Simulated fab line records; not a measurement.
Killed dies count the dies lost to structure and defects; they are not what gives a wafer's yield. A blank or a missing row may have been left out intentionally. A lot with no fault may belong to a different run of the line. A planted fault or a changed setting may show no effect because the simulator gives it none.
Chamber matching + flow n5_finfet + ald_metal-02 running N5_BEOL_M10_ALD_74: 4 sister chambers
The step deposits TaN, target thk 2 nm, pulse time 2 s, purge time 3 s. 27 wafers are shown with their chamber, then 12 later ones without.

== WAFERS, EACH WITH ITS CHAMBER ==
| wafer  | chamber | heater_power_w (W) | mfc_carrier_sccm (sccm) |
|--------|---------|--------------------|-------------------------|
| L074.4 | 1       | 388                | 1499                    |
| L074.5 | 2       | 405                | 1503                    |
| L074.6 | 3       | 484                | 1500                    |
| L079.3 | 3       | 469                | 1498                    |
| L079.4 | 0       | 433                | 1503                    |
| L079.6 | 3       | 477                | 1501                    |
| L080.1 | 1       | 380                | 1493                    |
| L080.4 | 2       | 409                | 1499                    |
| L080.5 | 2       | 402                | 1502                    |
| L083.1 | 0       | 439                | 1501                    |
| L083.2 | 2       | 399                | 1504                    |
| L083.3 | 1       | 383                | 1499                    |
| L083.4 | 3       | 474                | 1496                    |
| L083.5 | 3       | 462                | 1494                    |
| L083.6 | 2       | 414                | 1496                    |
| L082.1 | 1       | 381                | 1504                    |
| L082.2 | 3       | 487                | 1496                    |
| L082.3 | 0       | 428                | 1501                    |
| L085.3 | 1       | 382                | 1496                    |
| L085.4 | 0       | 420                | 1501                    |
| L085.6 | 0       | 430                | 1507                    |
| L089.1 | 2       | 393                | 1492                    |
| L089.2 | 1       | 382                | 1502                    |
| L089.3 | 0       | 424                | 1503                    |
| L089.4 | 3       | 476                | 1502                    |
| L089.5 | 2       | 397                | 1496                    |
| L089.6 | 1       | 382                | 1500                    |

SIGNATURES, as means of the wafers listed above
| reading          | chamber 0 | chamber 1 | chamber 2 | chamber 3 | scatter within a chamber |
|------------------|-----------|-----------|-----------|-----------|--------------------------|
| heater_power_w   | 429.00    | 382.57    | 402.71    | 475.57    | 6.63                     |
| mfc_carrier_sccm | 1502.67   | 1499.00   | 1498.86   | 1498.14   | 3.47                     |
Rule: a wafer's distance from a chamber is the root of the sum, over the readings, of the square of ((its reading less the chamber's mean) divided by the reading's scatter). The wafer belongs to the nearest chamber; if the next one is less than 2 further off, it can't be placed. The scatter: the root of (the sum of the squares of (reading less its chamber's mean) over the shown wafers, divided by (wafers less chambers)).

== WAFERS WITH NO CHAMBER GIVEN ==
| wafer  | heater_power_w (W) | mfc_carrier_sccm (sccm) |
|--------|--------------------|-------------------------|
| L092.2 | 440                | 1505                    |
| L092.4 | 375                | 1503                    |
| L092.6 | 385                | 1499                    |
| L096.1 | 425                | 1501                    |
| L096.2 | 387                | 1503                    |
| L096.3 | 409                | 1498                    |
| L094.1 | 486                | 1490                    |
| L094.2 | 389                | 1502                    |
| L094.6 | 431                | 1492                    |
| L095.1 | 399                | 1496                    |
| L095.3 | 482                | 1499                    |
| L095.5 | 398                | 1498                    |

== CHAMBER TAKEN BY EACH ==
| wafer  | from the rows above     | in truth |
|--------|-------------------------|----------|
| L092.2 | 0                       | 0        |
| L092.4 | 1                       | 1        |
| L092.6 | 1                       | 1        |
| L096.1 | 0                       | 0        |
| L096.2 | can't be placed: 1 or 2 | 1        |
| L096.3 | 2                       | 2        |
| L094.1 | 3                       | 3        |
| L094.2 | can't be placed: 1 or 2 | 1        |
| L094.6 | can't be placed: 0 or 2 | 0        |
| L095.1 | can't be placed: 2 or 1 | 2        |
| L095.3 | 3                       | 3        |
| L095.5 | can't be placed: 2 or 1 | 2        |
Correctly placed: 7 of 12. From these rows, 5 cannot be placed; in 5 the true chamber is one of the candidates. 0 placed wrongly.
